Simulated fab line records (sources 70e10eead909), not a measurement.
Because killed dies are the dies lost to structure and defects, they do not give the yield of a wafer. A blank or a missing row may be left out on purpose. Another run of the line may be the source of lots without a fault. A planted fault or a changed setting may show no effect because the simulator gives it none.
Matching of chambers | flow nand harc | NHARC_A_STAIRCASE_DEP_417 on pecvd-04 has 3 sister chambers
The step deposits Si3N4, target thk 60 nm. 3 wafers are shown with their chamber, then 7 later ones without.

== EACH WAFER AND ITS CHAMBER ==
wafer  | chamber | heater power w (W)
L664.3 | 0       | 948
L667.2 | 1       | 751
L667.3 | 2       | 673

== WAFERS WITHOUT THEIR CHAMBER ==
wafer  | heater power w (W)
L667.5 | 775
L669.3 | 938
L669.5 | 926
L669.6 | 762
L668.1 | 826
L668.3 | 617
L668.4 | 610

== WHICH CHAMBER EACH ONE RAN IN ==
wafer  | from the rows above          | in truth
L667.5 | can't be placed: 1 or 2      | 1
L669.3 | 0                            | 0
L669.5 | 0                            | 0
L669.6 | can't be placed: 1 or 2      | 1
L668.1 | can't be placed: 1 or 0 or 2 | 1
L668.3 | can't be placed: 2 or 1      | 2
L668.4 | can't be placed: 2 or 1      | 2
Correctly placed: 2 of 7. These rows do not allow placing 5 (true chamber among the candidates in 5). Number placed wrongly: 0.
How it was worked out, from the rows above alone: a wafer's distance from a chamber is the root of the sum, over the readings, of the square of ((its reading less the chamber's mean) divided by the reading's scatter). The wafer belongs to the nearest chamber; if the next one is less than 2 further off, it can't be placed. A chamber's mean is the mean of its shown wafers. The scatter: root of mean squared gap, hidden wafer to nearest shown wafer, with one shown wafer a chamber.
